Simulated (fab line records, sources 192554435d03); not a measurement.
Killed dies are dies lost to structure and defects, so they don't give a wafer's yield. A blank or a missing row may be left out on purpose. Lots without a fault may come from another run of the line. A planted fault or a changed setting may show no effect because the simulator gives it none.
Chamber matching | flow n5_finfet | N5_FIN_SAQP_ETCH_65 on rie_si-01: 4 sister chambers
The step etches SiO2 in CF4, target depth 4 nm, time 4.4 s. 4 wafers are shown with their chamber, then 10 later ones without.

WAFERS WITH THEIR CHAMBER
wafer  | chamber | drypump_motor_current_A (A)
L083.1 | 0       | 5.7
L085.1 | 1       | 4.8
L085.2 | 2       | 5.5
L086.5 | 3       | 5.5

WAFERS WITHOUT THEIR CHAMBER
wafer  | drypump_motor_current_A (A)
L086.6 | 5.5
L088.2 | 5.5
L088.3 | 5.6
L088.6 | 4.8
L092.1 | 5.6
L092.4 | 5.5
L092.5 | 5.5
L097.1 | 4.8
L097.2 | 5.7
L097.5 | 5.6

WHICH CHAMBER EACH WENT THROUGH
wafer  | from the rows above          | in truth
L086.6 | can't be placed: 2 or 3      | 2
L088.2 | can't be placed: 2 or 3      | 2
L088.3 | can't be placed: 2 or 3 or 0 | 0
L088.6 | 1                            | 1
L092.1 | can't be placed: 2 or 3 or 0 | 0
L092.4 | can't be placed: 2 or 3      | 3
L092.5 | can't be placed: 2 or 3      | 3
L097.1 | 1                            | 1
L097.2 | 0                            | 0
L097.5 | can't be placed: 2 or 3 or 0 | 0
Placed correctly: 3 of 10. Can't be placed from these rows: 7 (the true chamber is among the candidates in 7). Placed wrongly: 0.
How it was worked out, from the rows above alone: a wafer's distance from a chamber is the root of the sum, over the readings, of the square of ((its reading less the chamber's mean) divided by the reading's scatter). The wafer belongs to the nearest chamber; if the next one is less than 2 further off, it can't be placed. A chamber's mean is the mean of its shown wafers. The scatter: with one shown wafer a chamber, the root of the mean of the squares of how far each hidden wafer lies from its nearest shown one.
